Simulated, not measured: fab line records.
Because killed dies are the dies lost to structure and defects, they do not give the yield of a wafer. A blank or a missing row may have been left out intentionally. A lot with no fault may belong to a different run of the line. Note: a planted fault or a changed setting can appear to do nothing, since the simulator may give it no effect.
Matching of chambers ; flow n5-finfet ; rie-si-06 running N5_FIN_SAQP_MANDREL_ETCH_58: 4 sister chambers
The step etches a-Si in HBr/Cl2, stops on SiNx, target depth 45 nm, bt time 10 s, time 27 s. 8 wafers are shown with their chamber, then 7 later ones without.

WAFERS, EACH WITH ITS CHAMBER
wafer;chamber;drypump-motor-current-A (A);throttle-valve-pct (%)
L074.6;2;5.2;35.55
L078.2;3;5.9;35.52
L078.6;2;5.2;35.51
L082.4;3;5.9;35.50
L085.5;1;5.4;35.62
L085.6;0;5.7;35.26
L093.2;0;5.6;35.30
L093.4;1;5.4;35.64

WAFERS WHOSE CHAMBER IS MISSING
wafer;drypump-motor-current-A (A);throttle-valve-pct (%)
L093.6;5.6;35.26
L095.1;5.7;35.28
L095.3;5.3;35.61
L095.6;5.3;35.62
L097.1;5.2;35.53
L097.3;5.6;35.28
L097.6;5.9;35.54

WHICH CHAMBER EACH WENT THROUGH
wafer;from the rows above;in truth
L093.6;0;0
L095.1;0;0
L095.3;can't be placed: 1 or 2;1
L095.6;1;1
L097.1;2;2
L097.3;0;0
L097.6;3;3
6 of 7 placed correctly. Can't be placed from these rows: 1 (the true chamber is among the candidates in 1). Placed wrongly: 0.
How it was worked out, from the rows above alone: a wafer's distance from a chamber is the root of the sum, over the readings, of the square of ((its reading less the chamber's mean) divided by the reading's scatter). The wafer belongs to the nearest chamber; if the next one is less than 2 further off, it can't be placed. The mean given for a chamber averages the wafers shown for that chamber. How the scatter is found: for the shown wafers, subtract from each reading the mean of its chamber, square and add these, divide the total by (wafers less chambers), then take the root.
